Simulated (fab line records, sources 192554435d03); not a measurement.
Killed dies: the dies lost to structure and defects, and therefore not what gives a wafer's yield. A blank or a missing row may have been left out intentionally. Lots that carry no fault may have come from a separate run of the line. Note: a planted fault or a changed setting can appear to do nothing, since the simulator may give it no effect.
Which tool was responsible? | flow n5_finfet | 9 lots, 27 wafers sampled, at 1 step of a route of 1938

== WHAT THE GAUGES READ, wafer by wafer ==
N5_BEOL_M4_RC_MEAS_101. Usual: DIBL_N 36.6 mV/V, standard deviation 1.1; DIBL_P 36.8 mV/V, standard deviation 1.6; IOFF_N 0.169 nA/um, standard deviation 0.024; IOFF_P 0.206 nA/um, standard deviation 0.028; ION_N 679 uA/um, standard deviation 9.2; ION_P 462 uA/um, standard deviation 7; SS_N 71.6 mV/dec, standard deviation 0.57; SS_P 73.3 mV/dec, standard deviation 0.57; VT_N 248.8 mV, standard deviation 2.4; VT_P -251 mV, standard deviation 3.
lot  | measured     | on        | DIBL_N (mV/V)  | DIBL_P (mV/V)  | IOFF_N (nA/um)    | IOFF_P (nA/um)    | ION_N (uA/um) | ION_P (uA/um) | SS_N (mV/dec)  | SS_P (mV/dec)  | VT_N (mV)         | VT_P (mV)      | flag
L284 | day 9 09:15  | prober-01 | 36.0 36.7 35.0 | 36.4 37.5 34.9 | 0.155 0.184 0.150 | 0.200 0.223 0.181 | 667 683 666   | 450 461 451   | 71.4 72.0 70.9 | 73.4 72.9 73.3 | 250.5 245.8 249.7 | -254 -250 -256 |
L286 | day 10 08:19 | prober-01 | 35.8 36.5 36.6 | 35.8 37.8 37.3 | 0.138 0.158 0.155 | 0.190 0.219 0.197 | 671 678 674   | 462 464 463   | 71.0 70.8 70.9 | 73.5 73.9 72.4 | 252.2 248.2 248.5 | -252 -252 -253 |
L290 | day 10 13:47 | prober-01 | 35.9 34.6 35.4 | 35.2 34.0 35.5 | 0.157 0.146 0.165 | 0.194 0.183 0.200 | 667 668 667   | 455 458 457   | 71.5 71.5 72.4 | 74.3 73.1 73.9 | 252.4 249.2 248.4 | -250 -252 -252 |
L289 | day 10 17:35 | prober-01 | 37.4 38.6 37.8 | 38.7 38.5 38.2 | 0.190 0.212 0.190 | 0.251 0.245 0.239 | 677 680 691   | 464 461 466   | 71.4 72.2 71.9 | 73.9 74.0 74.2 | 244.4 247.3 246.7 | -251 -246 -249 |
L294 | day 12 00:11 | prober-01 | 36.8 38.2 36.5 | 36.2 37.8 35.4 | 0.164 0.193 0.152 | 0.212 0.240 0.204 | 688 694 671   | 469 473 458   | 71.3 71.7 71.6 | 73.0 74.0 73.1 | 247.4 246.7 248.8 | -251 -249 -250 |
L298 | day 12 14:08 | prober-02 | 35.7 34.5 37.8 | 36.9 35.6 39.1 | 0.147 0.123 0.188 | 0.177 0.160 0.206 | 676 658 668   | 460 450 453   | 71.2 70.6 71.7 | 73.3 73.3 73.9 | 253.7 254.6 247.8 | -254 -257 -254 |
L303 | day 14 04:37 | prober-02 | 36.3 35.4 35.3 | 37.4 36.6 36.5 | 0.169 0.160 0.150 | 0.221 0.210 0.212 | 673 678 672   | 466 466 466   | 71.8 72.1 72.1 | 73.9 73.6 73.2 | 249.2 249.0 253.6 | -247 -251 -251 |
L304 | day 15 03:05 | prober-02 | 35.1 35.8 36.7 | 35.8 37.0 37.9 | 0.150 0.165 0.179 | 0.162 0.175 0.186 | 672 675 685   | 450 447 456   | 71.7 71.1 71.0 | 73.1 73.6 74.1 | 249.1 247.9 247.0 | -257 -255 -256 |
L306 | day 15 13:02 | prober-02 | 35.9 36.3 37.0 | 36.9 37.3 38.6 | 0.140 0.143 0.157 | 0.171 0.179 0.190 | 673 675 675   | 455 460 461   | 70.7 71.4 71.6 | 72.8 72.9 72.7 | 255.4 252.2 250.8 | -252 -253 -252 |

== WHICH TOOL RAN EACH LOT (tool, then ch and the chambers of the sampled wafers, then the start) ==
Before these readings, the record contains no process step.

== WHAT THE TOOLS THEMSELVES READ (means of the sampled wafers that have a number; where no wafer has one, the mark that the record gives instead) ==
The record holds no such reading with a usual standard deviation.

== THE ANSWER, worked out from the rows above alone ==
Rule: a lot is off if the mean of its wafers that have a number lies more than 3 standard deviations from the usual mean. A lot without any number at a reading at which 4 lots or more have one is off too. All remaining lots with rows at the step are treated as sound. After the gauges, taken in route order, come the tools' own readings; for these a lot's mean is taken, as printed above. The first step at which some lot is off is used, and at that step the reading that is off furthest; a lot without a number counts as furthest.
No lot is off on any of the readings shown, so nothing can be concluded from this.

== WHAT HAD BEEN PUT IN BY THE SIMULATOR ==
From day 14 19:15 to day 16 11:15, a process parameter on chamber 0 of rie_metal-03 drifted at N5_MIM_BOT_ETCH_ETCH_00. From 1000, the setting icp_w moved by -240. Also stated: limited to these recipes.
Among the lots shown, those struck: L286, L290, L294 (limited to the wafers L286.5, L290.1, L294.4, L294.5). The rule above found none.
